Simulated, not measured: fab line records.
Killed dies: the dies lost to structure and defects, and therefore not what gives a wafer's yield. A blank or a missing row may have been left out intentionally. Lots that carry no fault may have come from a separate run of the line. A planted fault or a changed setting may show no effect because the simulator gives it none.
Problem report in the 8D (eight disciplines) form, filled by code | flow nand-harc | the parts of the form that need people (team, actions taken, sign-off) are left out

## 1. PROBLEM STATEMENT
run-length-s at NHARC_A_WL_FILL_ETCHBACK_17 reads a mean of 35.3 s on 6 wafers of 2 lots; wafers without a fault read 48.2 s with a standard deviation of 0.33. That is -39 standard deviations from the usual mean.
The step: etches the open film in Cl2/BCl3, target depth 4 nm, time 26.7 s.
First observed at day 27 07:52: wafer L147.2, on rie-metal-03. The record holds 33 wafers of 11 lots with a number at this step. Rule for "out" (also "out of limits"): further than 4 standard deviations from the usual mean. All remaining wafers that have a number are taken as sound.

## 2. WHAT IT IS, AND WHAT IT ISN'T
question                    | is                     | is not
which readings at this step | run-length-s           | drypump-motor-current-A
which lots                  | L147, L148             | L132, L133, L136, L137, L139, L143, L151, L153, L154
which wafers of those lots  | all that have a number | -
read on which tools         | rie-metal-03           | rie-metal-01, rie-metal-02
when                        | from day 27 07:52      | up to then (18 sound wafers); but 9 sound wafers of L151, L153, L154 came after

## 3. THE SUSPECTS, EACH WITH WHAT RULES IT OUT
Counting: a tool at any process step up to the reading remains a suspect when it ran all the lots that are out and ran no sound lot after the first of those.
- plasma-asher-02 at NHARC_A_WL_FILL_STRIP_27 (strips in N2/H2, time 20 s): ruled out as a lasting fault. Following L147 (day 26 23:02), the first lot on it that is out, the sound lots L154, L153 were run on it.
- rie-metal-03 at NHARC_A_WL_FILL_ETCHBACK_17 (etches the open film in Cl2/BCl3, target depth 4 nm, time 26.7 s): kept. It processed each lot that is out, first L147 at day 27 07:52, and no sound lot thereafter; up to then, the last sound lot it processed was L143 at day 25 13:50. On those wafers its own readings are out: run-length-s.
Remaining after the count: rie-metal-03 at NHARC_A_WL_FILL_ETCHBACK_17.

## 4. THE CAUSE (what the simulator had put in)
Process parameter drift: rie-metal-03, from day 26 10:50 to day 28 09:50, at NHARC_A_WL_FILL_ETCHBACK_17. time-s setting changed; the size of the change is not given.
This tool alone remained once counting was done.

## 5. SEQUENCE OF EFFECTS, ordered by route
Each row: a reading whose mean over the struck wafers that have a number lies more than 3 standard deviations from the usual. Scope: only readings with a usual standard deviation given in the record; hours: median across lots of the time from each lot's start at the first step in this table that gives one to its start at this step; sigmas: change in usual standard deviations.
hours | step                        | reading      | usual  | on struck wafers | change | sigmas
0     | NHARC_A_WL_FILL_ETCHBACK_17 | run-length-s | 48.2 s | 35.3             | -12.9  | -39
Its process steps:
- NHARC_A_WL_FILL_ETCHBACK_17: etches the open film in Cl2/BCl3, target depth 4 nm, time 26.7 s.
Later steps that measure or inspect, where all struck wafers having a row at the step show a number for every such reading and not one has moved that far: NHARC_END_SORT_01.

## 6. WHAT WOULD HAVE CAUGHT IT SOONER
First out-of-limits reading in this record: day 27 07:52, which is 21 hours after fault onset at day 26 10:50.
